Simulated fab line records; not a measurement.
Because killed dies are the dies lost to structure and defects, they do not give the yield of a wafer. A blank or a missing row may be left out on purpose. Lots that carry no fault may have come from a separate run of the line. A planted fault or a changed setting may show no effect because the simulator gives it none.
fab line records    flow nand-harc    part 2 of 2: steps 28 to 34 of 34
[record] lots = 5  wafers = 15  last-day = 33
route steps=1302 shown A_WL_FILL@971 A_CONTACT@983
lots with no fault: from the same line, run without faults
start-h: the number of hours between the record's first day and the start of the first shown wafer of the lot    wait-h: hours from the lot's prior step to this one    " repeats the value in the row above    L1.1+2: several wafers, shown together as one row    - either no value or no given start    * or withheld: withheld    < > ~ a bound
route shown NAME@n: NAME is a module with steps in the file, n the number in the route of the first one    usual: mean/standard deviation of fault-free wafers    same: alike in all rows    chamber/n: place in a boat    sites: per-site readings    _std_site: standard deviation of those values    _edge_site: mean of outer sites minus mean of inner sites    radius-mm: how far each site lies from the wafer's centre    mask NAME#n: copy n    behind: tool/chamber where the wafer was last shaped    hold: why the lot was held/for how many hours/how that ended    device: names the non-switching transistor (n, p or np)    end of line: the same wafers' tests at the end of the route    a step without rows: its recipe alone    killed: at the first sort, the dies lost to defects and structure; wafer yield is something else    map: a wafer's dies, x killed, . not, _ none there
set.NAME: setting as actually run; set.NAME@STEP: the setting as run at that earlier step    model.NAME: the simulator's own value behind a step, which no gauge read
a table for each step, a row for each wafer; lots at some steps of the route
services: when a tool's chamber went out of use (start-h, in hours from the record's first day, below 0 if earlier), for how many hours, and the reason
[[steps]]
[step NHARC_A_CONTACT_ETCH_49]
[recipe] target-depth-a = 2600  over-etch-frac = 0.3  time-s = 475.3  ion-energy-ev = 200  n2-flow-sccm = 150  h2-flow-sccm = 150  ar-flow-sccm = 0  rf-w = 400  bias-w = 150  chemistry = N2/H2
[usual] drypump-motor-current-A = 5.8/0.53  oes-product-au = 1.002/0.0071  rf-vpp-V = 429.5/2.7  showerhead-plenum-p-Torr = 2.00/0.099  throttle-valve-pct = 14.173/0.0092
[same] time-s = 475.3
lot.wafer  tool         chamber  start-h  wait-h  drypump-motor-current-A  oes-product-au  rf-hours-counter-h  rf-vpp-V  showerhead-plenum-p-Torr  throttle-valve-pct
L076.4     rie-diel-05  0        -        -       5.4                      1.000           45                  436.3     2.20                      14.184
L076.3     "            1        "        "       5.0                      0.998           38                  432.7     2.19                      14.159
L076.5     "            3        "        "       6.4                      1.010           -                   426.1     1.88                      14.182
L084.4     rie-diel-06  0        -        -       5.8                      0.997           28                  429.1     1.95                      14.166
L084.1     "            1        "        "       6.5                      1.003           34                  428.5     1.95                      14.171
L084.5     "            0        "        "       5.8                      0.986           -                   428.5     1.95                      14.162
L091.2     rie-diel-02  2        -        -       6.3                      1.002           18                  426.9     1.90                      14.166
L091.4     "            3        "        "       5.8                      0.988           14                  428.9     2.00                      14.165
L091.1     "            1        "        "       5.8                      1.002           15                  433.6     2.11                      14.185
L094.1     rie-diel-02  1        -        -       5.8                      0.994           18                  434.2     2.11                      14.182
L094.2     "            2        "        "       6.3                      1.001           21                  426.3     1.90                      14.185
L094.6     "            1        "        "       5.8                      1.004           -                   432.2     2.11                      14.169
L096.2     rie-diel-02  3        -        -       5.8                      1.004           25                  429.3     2.00                      14.168
L096.4     "            2        "        "       6.3                      0.992           27                  427.5     1.90                      14.173
L096.6     "            0        "        "       4.8                      1.005           -                   427.2     1.95                      14.173
[step NHARC_A_CONTACT_ETCH_50]
[recipe] target-depth-a = 1210  time-s = 60.5  cf4-flow-sccm = 100  chf3-flow-sccm = 30  ar-flow-sccm = 0  rf-w = 500  bias-w = 200  chemistry = CF4/CHF3
[usual] drypump-motor-current-A = 5.7/0.54  oes-product-au = 0.954/0.021  rf-vpp-V = 369.8/2.5  showerhead-plenum-p-Torr = 1.55/0.071  throttle-valve-pct = 16.801/0.01
[same] time-s = 60.5
lot.wafer  tool         chamber  start-h  wait-h  drypump-motor-current-A  oes-product-au  rf-hours-counter-h  rf-vpp-V  showerhead-plenum-p-Torr  throttle-valve-pct
L076.4     rie-diel-05  3        -        -       6.4                      0.980           47                  366.4     1.46                      16.812
L076.3     "            0        "        "       5.4                      0.964           46                  372.7     1.69                      16.788
L076.5     "            1        "        "       4.9                      0.957           -                   374.3     1.68                      16.804
L084.4     rie-diel-06  3        -        -       5.5                      0.936           30                  366.9     1.46                      16.803
L084.1     "            2        "        "       5.8                      0.923           32                  370.9     1.59                      16.791
L084.5     "            3        "        "       5.5                      0.928           -                   366.0     1.46                      16.798
L091.4     rie-diel-02  2        -        -       6.3                      0.963           18                  367.8     1.48                      16.797
L091.2     "            3        "        "       5.8                      0.970           14                  369.0     1.54                      16.818
L091.1     "            1        "        "       5.8                      0.982           15                  372.0     1.62                      16.796
L094.1     rie-diel-02  0        -        -       4.8                      0.965           16                  368.2     1.51                      16.794
L094.2     "            1        "        "       5.8                      0.978           18                  372.3     1.62                      16.796
L094.6     "            0        "        "       4.8                      0.963           -                   368.8     1.51                      16.787
L096.2     rie-diel-02  0        -        -       4.8                      0.955           25                  369.8     1.51                      16.810
L096.4     "            2        "        "       6.3                      0.980           27                  365.9     1.47                      16.805
L096.6     "            3        "        "       5.8                      0.990           -                   368.0     1.54                      16.796
[step NHARC_A_CONTACT_ETCH_51]
[recipe] target-depth-a = 70000  over-etch-frac = 0.3  time-s = 1820  ion-energy-ev = 150  o2-flow-sccm = 400  cos-flow-sccm = 20  ar-flow-sccm = 0  rf-w = 500  bias-w = 300  chemistry = O2/COS
[usual] drypump-motor-current-A = 5.8/0.54  oes-product-au = 1.001/0.007  rf-vpp-V = 313.6/2.2  showerhead-plenum-p-Torr = 3.07/0.14  throttle-valve-pct = 28.329/0.01
[same] time-s = 1820
lot.wafer  tool         chamber  start-h  wait-h  drypump-motor-current-A  oes-product-au  rf-hours-counter-h  rf-vpp-V  showerhead-plenum-p-Torr  throttle-valve-pct
L076.3     rie-diel-05  3        -        -       6.4                      1.014           47                  312.0     2.90                      28.325
L076.4     "            0        "        "       5.4                      1.014           46                  317.6     3.35                      28.328
L076.5     "            3        "        "       6.4                      0.997           -                   313.2     2.90                      28.336
L084.4     rie-diel-06  1        -        -       6.5                      0.997           34                  310.6     3.00                      28.338
L084.1     "            3        "        "       5.5                      1.019           31                  310.4     2.90                      28.336
L084.5     "            1        "        "       6.5                      0.998           -                   311.7     3.00                      28.338
L091.2     rie-diel-02  1        -        -       5.8                      0.999           15                  314.0     3.22                      28.313
L091.4     "            2        "        "       6.3                      1.007           18                  311.5     2.93                      28.328
L091.1     "            3        "        "       5.9                      1.010           14                  313.4     3.07                      28.328
L094.1     rie-diel-02  3        -        -       5.9                      1.001           16                  314.6     3.06                      28.334
L094.2     "            1        "        "       5.8                      0.999           19                  315.1     3.22                      28.326
L094.6     "            3        "        "       5.8                      1.002           -                   315.0     3.06                      28.321
L096.4     rie-diel-02  2        -        -       6.3                      1.006           27                  310.8     2.92                      28.329
L096.2     "            3        "        "       5.8                      1.003           25                  313.1     3.06                      28.326
L096.6     "            1        "        "       5.8                      1.007           -                   315.4     3.21                      28.347
[step NHARC_A_CONTACT_ETCH_111]
[recipe] source-w = withheld  pressure-mtorr = 20  bias-v = withheld  time-s = 140  target-depth-a = 7000  ar-flow-sccm = withheld  c4f8-flow-sccm = withheld  o2-flow-sccm = withheld  chemistry = C4F8/O2/Ar
[same] time-s = 140
lot.wafer  tool             chamber  start-h  wait-h  rf-hours-counter-h
L076.4     har-cap-etch-03  1        535.43   -       -
L076.3     "                0        "        "       -
L076.5     "                0        "        "       -
L084.1     har-cap-etch-02  1        602.62   -       106
L084.4     "                0        "        "       -
L084.5     "                0        "        "       -
L091.1     har-cap-etch-01  0        670.35   -       28
L091.2     "                1        "        "       28
L091.4     "                1        "        "       -
L094.1     har-cap-etch-01  0        683.21   -       31
L094.2     "                1        "        "       31
L094.6     "                1        "        "       -
L096.2     har-cap-etch-02  0        715.91   -       128
L096.4     "                1        "        "       -
L096.6     "                0        "        "       -
[step NHARC_A_CONTACT_ETCH_112]
[recipe] source-w = withheld  pressure-mtorr = 20  bias-v = 3000  time-s = 190  target-depth-a = 18500  ar-flow-sccm = withheld  c4f8-flow-sccm = withheld  o2-flow-sccm = withheld  chemistry = C4F8/O2/Ar
[same] time-s = 190
lot.wafer  tool             chamber  start-h  wait-h  rf-hours-counter-h
L076.4     har-cap-etch-03  1        535.62   0.2     -
L076.3     "                0        "        "       -
L076.5     "                0        "        "       -
L084.1     har-cap-etch-02  1        602.82   0.2     107
L084.4     "                0        "        "       -
L084.5     "                0        "        "       -
L091.1     har-cap-etch-01  0        670.56   0.2     29
L091.2     "                1        "        "       29
L091.4     "                1        "        "       -
L094.1     har-cap-etch-01  0        683.41   0.2     31
L094.2     "                1        "        "       31
L094.6     "                1        "        "       -
L096.2     har-cap-etch-02  0        716.18   0.2     128
L096.4     "                1        "        "       -
L096.6     "                0        "        "       -
[step NHARC_A_CONTACT_ETCH_113]
[recipe] source-w = withheld  pressure-mtorr = 20  bias-v = 3000  time-s = 190  target-depth-a = 18500  ar-flow-sccm = withheld  c4f8-flow-sccm = withheld  o2-flow-sccm = withheld  chemistry = C4F8/O2/Ar
[same] time-s = 190
lot.wafer  tool             chamber  start-h  wait-h  rf-hours-counter-h
L076.4     har-cap-etch-03  1        535.79   0.1     -
L076.3     "                0        "        "       -
L076.5     "                0        "        "       -
L084.1     har-cap-etch-02  1        602.99   0.1     107
L084.4     "                0        "        "       -
L084.5     "                0        "        "       -
L091.1     har-cap-etch-01  0        670.73   0.1     29
L091.2     "                1        "        "       29
L091.4     "                1        "        "       -
L094.1     har-cap-etch-01  0        683.59   0.1     31
L094.2     "                1        "        "       31
L094.6     "                1        "        "       -
L096.2     har-cap-etch-02  0        716.41   0.2     128
L096.4     "                1        "        "       -
L096.6     "                0        "        "       -
[step NHARC_A_CONTACT_ETCH_114]
[recipe] source-w = withheld  pressure-mtorr = 20  bias-v = 3000  time-s = 190  target-depth-a = 18500  ar-flow-sccm = withheld  c4f8-flow-sccm = withheld  o2-flow-sccm = withheld  chemistry = C4F8/O2/Ar
[same] time-s = 190
lot.wafer  tool             chamber  start-h  wait-h  rf-hours-counter-h
L076.4     har-cap-etch-03  1        535.96   0.1     -
L076.3     "                0        "        "       -
L076.5     "                0        "        "       -
L084.1     har-cap-etch-02  1        603.16   0.1     107
L084.4     "                0        "        "       -
L084.5     "                0        "        "       -
L091.1     har-cap-etch-01  0        670.90   0.1     29
L091.2     "                1        "        "       29
L091.4     "                1        "        "       -
L094.1     har-cap-etch-01  0        683.76   0.1     31
L094.2     "                1        "        "       31
L094.6     "                1        "        "       -
L096.2     har-cap-etch-02  0        716.64   0.2     128
L096.4     "                1        "        "       -
L096.6     "                0        "        "       -
[[services]]
tool             chamber  start-h  hours  kind
har-cap-etch-01  -        498.15   17.0   pm
litho-track-01   -        505.01   7.0    pm
wet-bench-07     -        512.00   8.0    pm
rie-diel-06      0        512.20   5.7    repair
litho-track-06   -        529.00   7.0    pm
rie-diel-06      -        545.51   0.6    repair
wet-bench-07     -        546.78   1.0    repair
litho-track-04   -        553.00   7.0    pm
rie-diel-02      -        571.20   9.0    pm
rie-diel-05      -        583.68   9.0    pm
rie-diel-02      0        587.88   3.2    repair
pecvd-02         -        589.11   13.0   pm
rie-diel-02      3        609.61   14.8   repair
pecvd-02         0        614.44   12.6   repair
rie-diel-05      0        637.01   11.8   repair
rie-diel-02      1        642.23   10.7   repair
rie-diel-02      0        651.71   1.5    repair
rie-diel-06      -        661.27   9.0    pm
litho-track-01   -        680.01   7.0    pm
rie-diel-02      2        684.20   5.6    repair
wet-bench-07     -        688.00   8.0    pm
pecvd-02         -        691.07   0.9    repair
litho-track-06   -        704.00   7.0    pm
pecvd-02         -        705.04   0.5    repair
